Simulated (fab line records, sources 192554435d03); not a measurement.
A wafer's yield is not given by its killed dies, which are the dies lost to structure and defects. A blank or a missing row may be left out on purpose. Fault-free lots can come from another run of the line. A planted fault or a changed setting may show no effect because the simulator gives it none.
Which tool did it? -- flow n5-finfet -- Sampling: 24 lots, 72 wafers, 4 of 1938 route steps

WHAT EACH GAUGE READ, for each wafer
N5_BEOL_M2_CD_MEAS_35: target cd 18 nm, target cd y 22.2 nm. Usual: cd-nm 18.0 nm, standard deviation 0.31.
lot,measured,on,cd-nm (nm),flag
L074,day 7 07:06,cd-sem-01,18.0 17.7 17.8,
L075,day 7 11:36,cd-sem-01,18.0 17.5 17.7,
L076,day 8 02:08,cd-sem-02,17.8 18.2 18.4,
L077,day 8 02:15,cd-sem-02,18.0 18.6 18.5,
L078,day 8 07:34,cd-sem-01,17.7 18.2 17.9,
L079,day 8 15:58,cd-sem-03,18.0 18.3 18.0,
L080,day 9 00:32,cd-sem-03,18.1 18.1 18.0,
L081,day 9 07:10,cd-sem-01,17.6 17.9 17.5,
L082,day 9 14:51,cd-sem-03,18.0 17.8 18.1,
L083,day 11 01:09,cd-sem-03,18.2 18.2 18.4,
L084,day 11 01:12,cd-sem-01,18.3 18.5 18.4,
L085,day 11 13:08,cd-sem-01,18.1 18.4 17.9,
L086,day 12 04:46,cd-sem-03,17.8 17.2 17.8,
L087,day 12 16:37,cd-sem-03,17.6 17.9 18.3,
L088,day 12 18:20,cd-sem-01,18.4 17.9 18.1,
L090,day 13 00:41,cd-sem-01,18.3 17.6 18.3,
L089,day 13 04:08,cd-sem-02,17.7 17.9 17.5,
L091,day 12 19:16,cd-sem-01,18.3 18.4 18.4,
L092,day 13 03:59,cd-sem-01,18.4 17.9 18.3,
L094,day 13 07:05,cd-sem-01,18.2 17.5 17.2,
L093,day 13 15:22,cd-sem-03,18.2 18.0 18.2,
L095,day 13 15:26,cd-sem-02,18.2 18.2 18.6,
L096,day 14 02:04,cd-sem-01,17.9 18.1 17.9,
L097,day 14 11:16,cd-sem-01,17.6 17.7 18.2,

TOOL THAT RAN EACH LOT (tool first, then ch and the chambers of the sampled wafers, then the start)
lot,N5_BEOL_M1_PRE_CLEAN_60,N5_BEOL_M1_CO_CAP_55,N5_BEOL_M2_ETCH_64
L074,"cvd-co-01 ch 0,1, day 6 19:01","cvd-co-01 ch 0,1, day 6 19:04","rie-diel-02 ch 0,2, day 6 20:52"
L075,"cvd-co-01 ch 0,1, day 6 19:57","cvd-co-01 ch 0,1, day 6 20:01","rie-diel-02 ch 0,2,3, day 6 23:00"
L076,"cvd-co-01 ch 0,1,2, day 7 15:17","cvd-co-01 ch 0,1,2, day 7 15:20","rie-diel-02 ch 1,2, day 7 16:54"
L077,"cvd-co-02 ch 0,2, day 7 18:16","cvd-co-02 ch 0,2, day 7 18:18","rie-diel-04 ch 1,3, day 7 21:47"
L078,"cvd-co-02 ch 0,1,2, day 7 21:23","cvd-co-02 ch 0,1,2, day 7 21:26","rie-diel-04 ch 1,2,3, day 7 22:49"
L079,"cvd-co-02 ch 0,1,2, day 8 10:33","cvd-co-02 ch 0,1,2, day 8 10:35","rie-diel-04 ch 0,1,2, day 8 12:29"
L080,"cvd-co-01 ch 0,2, day 8 14:08","cvd-co-01 ch 0,2, day 8 14:10","rie-diel-02 ch 0,1, day 8 16:52"
L081,"cvd-co-02 ch 0,1,2, day 8 16:14","cvd-co-02 ch 0,1,2, day 8 16:16","rie-diel-04 ch 0,2,3, day 8 17:52"
L082,"cvd-co-02 ch 1,2, day 8 23:12","cvd-co-02 ch 1,2, day 8 23:14","rie-diel-02 ch 0,2, day 9 01:03"
L083,"cvd-co-02 ch 0,2, day 9 04:02","cvd-co-02 ch 0,2, day 9 04:04","rie-diel-05 ch 1,2,3, day 9 06:34"
L084,"cvd-co-01 ch 0,1,2, day 9 06:05","cvd-co-01 ch 0,1,2, day 9 06:09","rie-diel-05 ch 0,1,3, day 9 07:44"
L085,"cvd-co-02 ch 1,2, day 9 07:58","cvd-co-02 ch 1,2, day 9 08:02","rie-diel-05 ch 0,1,3, day 9 09:10"
L086,"cvd-co-01 ch 0,1,2, day 9 11:25","cvd-co-01 ch 0,1,2, day 9 11:27","rie-diel-05 ch 0,1,3, day 9 13:03"
L087,"cvd-co-01 ch 0,1,2, day 9 19:37","cvd-co-01 ch 0,1,2, day 9 19:39","rie-diel-05 ch 0,2,3, day 9 21:32"
L088,"cvd-co-01 ch 0,2, day 9 22:25","cvd-co-01 ch 0,2, day 9 22:27","rie-diel-05 ch 1,2, day 10 00:45"
L090,"cvd-co-01 ch 0,2, day 10 10:08","cvd-co-01 ch 0,2, day 10 10:10","rie-diel-05 ch 0,1,3, day 10 11:20"
L089,"cvd-co-02 ch 0,1,2, day 10 19:13","cvd-co-02 ch 0,1,2, day 10 19:15","rie-diel-05 ch 0,1,2, day 10 23:32"
L091,"cvd-co-01 ch 0,1,2, day 10 23:28","cvd-co-01 ch 0,1,2, day 10 23:31","rie-diel-05 ch 1,2,3, day 11 00:53"
L092,"cvd-co-02 ch 0,1,2, day 11 07:52","cvd-co-02 ch 0,1,2, day 11 07:54","rie-diel-05 ch 2,3, day 11 10:00"
L094,"cvd-co-01 ch 0,1,2, day 11 07:54","cvd-co-01 ch 0,1,2, day 11 07:56","rie-diel-02 ch 0,2,3, day 11 10:16"
L093,"cvd-co-02 ch 0,1, day 11 18:23","cvd-co-02 ch 0,1, day 11 18:27","rie-diel-04 ch 0,2,3, day 11 19:40"
L095,"cvd-co-01 ch 0,1,2, day 11 20:15","cvd-co-01 ch 0,1,2, day 11 20:18","rie-diel-05 ch 2,3, day 11 21:23"
L096,"cvd-co-02 ch 1,2, day 12 07:49","cvd-co-02 ch 1,2, day 12 07:51","rie-diel-02 ch 0,2,3, day 12 11:07"
L097,"cvd-co-02 ch 0,2, day 13 12:19","cvd-co-02 ch 0,2, day 13 12:22","rie-diel-04 ch 1,3, day 13 13:32"
- N5_BEOL_M1_PRE_CLEAN_60: time 15 s.
- N5_BEOL_M1_CO_CAP_55: material Co, precursor CCTBA/H2, target thk 2 nm, time 102.1 s.
- N5_BEOL_M2_ETCH_64: etches SOC in N2/H2, target depth 75 nm, overetch 22.5 nm, time 121.9 s.

AS READ BY THE TOOLS THEMSELVES (means over the sampled wafers that have a number; for cases with no such wafer, the mark the record gives instead)
N5_BEOL_M1_PRE_CLEAN_60. Usual: heater-power-w 94 W, standard deviation 17.
lot,tool,heater-power-w (W),flag
L074,cvd-co-01,80,
L075,cvd-co-01,79,
L076,cvd-co-01,87,
L077,cvd-co-02,113,
L078,cvd-co-02,102,
L079,cvd-co-02,101,
L080,cvd-co-01,96,
L081,cvd-co-02,100,
L082,cvd-co-02,89,
L083,cvd-co-02,115,
L084,cvd-co-01,87,
L085,cvd-co-02,104,
L086,cvd-co-01,87,
L087,cvd-co-01,87,
L088,cvd-co-01,96,
L090,cvd-co-01,94,
L089,cvd-co-02,101,
L091,cvd-co-01,87,
L092,cvd-co-02,101,
L094,cvd-co-01,88,
L093,cvd-co-02,89,
L095,cvd-co-01,88,
L096,cvd-co-02,103,
L097,cvd-co-02,116,

N5_BEOL_M1_CO_CAP_55. Usual: heater-power-w 247 W, standard deviation 22; susceptor-temp-C 200.02 C, standard deviation 0.16.
lot,tool,heater-power-w (W),susceptor-temp-C (C),flag
L074,cvd-co-01,231,200.00,
L075,cvd-co-01,230,199.90,
L076,cvd-co-01,238,200.16,
L077,cvd-co-02,272,200.01,
L078,cvd-co-02,256,200.07,
L079,cvd-co-02,257,199.74,
L080,cvd-co-01,248,200.07,
L081,cvd-co-02,256,200.02,
L082,cvd-co-02,243,200.01,
L083,cvd-co-02,276,199.86,
L084,cvd-co-01,241,200.02,
L085,cvd-co-02,257,200.05,
L086,cvd-co-01,239,200.26,
L087,cvd-co-01,240,200.02,
L088,cvd-co-01,252,200.14,
L090,cvd-co-01,245,199.93,
L089,cvd-co-02,259,199.93,
L091,cvd-co-01,240,200.05,
L092,cvd-co-02,258,199.99,
L094,cvd-co-01,241,200.05,
L093,cvd-co-02,240,200.17,
L095,cvd-co-01,239,199.85,
L096,cvd-co-02,259,200.08,
L097,cvd-co-02,274,199.83,

N5_BEOL_M2_ETCH_64. Usual: drypump-motor-current-A 5.8 A, standard deviation 0.44; oes-product-au 0.60 a.u., standard deviation 0.07; rf-vpp-V 525.0 V, standard deviation 2.6; showerhead-plenum-p-Torr 2.59 Torr, standard deviation 0.092; throttle-valve-pct 17.90 %, standard deviation 0.15.
lot,tool,drypump-motor-current-A (A),oes-product-au (a.u.),rf-vpp-V (V),showerhead-plenum-p-Torr (Torr),throttle-valve-pct (%),flag
L074,rie-diel-02,5.7,0.60,524.7,2.60,17.90,
L075,rie-diel-02,5.6,0.59,523.0,2.52,17.88,
L076,rie-diel-02,5.7,0.59,526.4,2.67,17.92,
L077,rie-diel-04,5.4,0.63,523.3,2.53,17.99,
L078,rie-diel-04,5.3,0.58,523.8,2.54,17.95,
L079,rie-diel-04,5.6,0.65,524.1,2.57,17.80,
L080,rie-diel-02,5.7,0.56,524.4,2.57,17.78,
L081,rie-diel-04,5.5,0.60,526.0,2.61,17.88,
L082,rie-diel-02,5.7,0.58,524.4,2.59,17.92,
L083,rie-diel-05,5.9,0.60,526.4,2.65,17.92,
L084,rie-diel-05,6.1,0.65,526.7,2.65,17.83,
L085,rie-diel-05,6.1,0.65,526.5,2.65,17.82,
L086,rie-diel-05,6.1,0.64,526.7,2.65,17.82,
L087,rie-diel-05,6.2,0.58,525.9,2.61,17.99,
L088,rie-diel-05,5.6,0.59,527.0,2.65,18.00,
L090,rie-diel-05,6.1,0.63,526.3,2.65,17.85,
L089,rie-diel-05,5.8,0.63,527.1,2.64,17.93,
L091,rie-diel-05,5.9,0.58,526.2,2.65,17.94,
L092,rie-diel-05,6.1,0.53,526.2,2.61,18.09,
L094,rie-diel-02,5.7,0.56,521.6,2.50,17.95,
L093,rie-diel-04,5.4,0.64,525.5,2.60,17.77,
L095,rie-diel-05,6.1,0.52,525.4,2.60,18.11,
L096,rie-diel-02,5.6,0.56,522.4,2.50,17.96,
L097,rie-diel-04,5.4,0.66,523.3,2.51,17.91,

THE ANSWER, worked out from the rows above alone
Rule: a lot is off if the mean of its wafers that have a number lies more than 3 standard deviations from the usual mean. A lot without any number at a reading at which 4 lots or more have one is off too. The other lots that the step has rows for count as sound. First the gauges in route order, then the tools' own readings, where a lot's mean is used as printed above. The first step at which some lot is off is used, and at that step the reading that is off furthest; a lot without a number counts as furthest.
None of the lots is off at any reading shown; this tells nothing.

WHAT THE SIMULATOR PUT IN
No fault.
